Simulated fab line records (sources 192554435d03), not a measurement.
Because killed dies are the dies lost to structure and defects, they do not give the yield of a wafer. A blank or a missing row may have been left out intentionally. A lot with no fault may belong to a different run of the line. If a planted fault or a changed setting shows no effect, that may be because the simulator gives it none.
Chamber matching || flow n5-finfet || N5_BEOL_M2_PRE_CLEAN_60 on cvd-co-01: 3 sister chambers
The step time 15 s. 3 wafers are shown with their chamber, then 9 later ones without.

WAFERS PAIRED WITH THEIR CHAMBERS
{"wafer": "L088.3", "chamber": 0, "heater-power-outer-w (W)": 35}
{"wafer": "L089.4", "chamber": 2, "heater-power-outer-w (W)": 10}
{"wafer": "L089.6", "chamber": 1, "heater-power-outer-w (W)": 43}

WAFERS WITHOUT THEIR CHAMBER
{"wafer": "L092.1", "heater-power-outer-w (W)": 10}
{"wafer": "L092.4", "heater-power-outer-w (W)": 10}
{"wafer": "L092.5", "heater-power-outer-w (W)": 34}
{"wafer": "L093.1", "heater-power-outer-w (W)": 35}
{"wafer": "L093.4", "heater-power-outer-w (W)": 35}
{"wafer": "L093.6", "heater-power-outer-w (W)": 10}
{"wafer": "L095.3", "heater-power-outer-w (W)": 45}
{"wafer": "L095.5", "heater-power-outer-w (W)": 10}
{"wafer": "L095.6", "heater-power-outer-w (W)": 34}

WHICH CHAMBER EACH ONE RAN IN
{"wafer": "L092.1", "from the rows above": 2, "in truth": 2}
{"wafer": "L092.4", "from the rows above": 2, "in truth": 2}
{"wafer": "L092.5", "from the rows above": 0, "in truth": 0}
{"wafer": "L093.1", "from the rows above": 0, "in truth": 0}
{"wafer": "L093.4", "from the rows above": 0, "in truth": 0}
{"wafer": "L093.6", "from the rows above": 2, "in truth": 2}
{"wafer": "L095.3", "from the rows above": 1, "in truth": 1}
{"wafer": "L095.5", "from the rows above": 2, "in truth": 2}
{"wafer": "L095.6", "from the rows above": 0, "in truth": 0}
Correctly placed: 9 of 9. Left unplaced by these rows: 0. Placed wrongly: 0.
How it was worked out, from the rows above alone: a wafer's distance from a chamber is the root of the sum, over the readings, of the square of ((its reading less the chamber's mean) divided by the reading's scatter). The wafer belongs to the nearest chamber; if the next one is less than 2 further off, it can't be placed. Each chamber's mean is taken over the wafers shown for it. The scatter: root of mean squared gap, hidden wafer to nearest shown wafer, with one shown wafer a chamber.
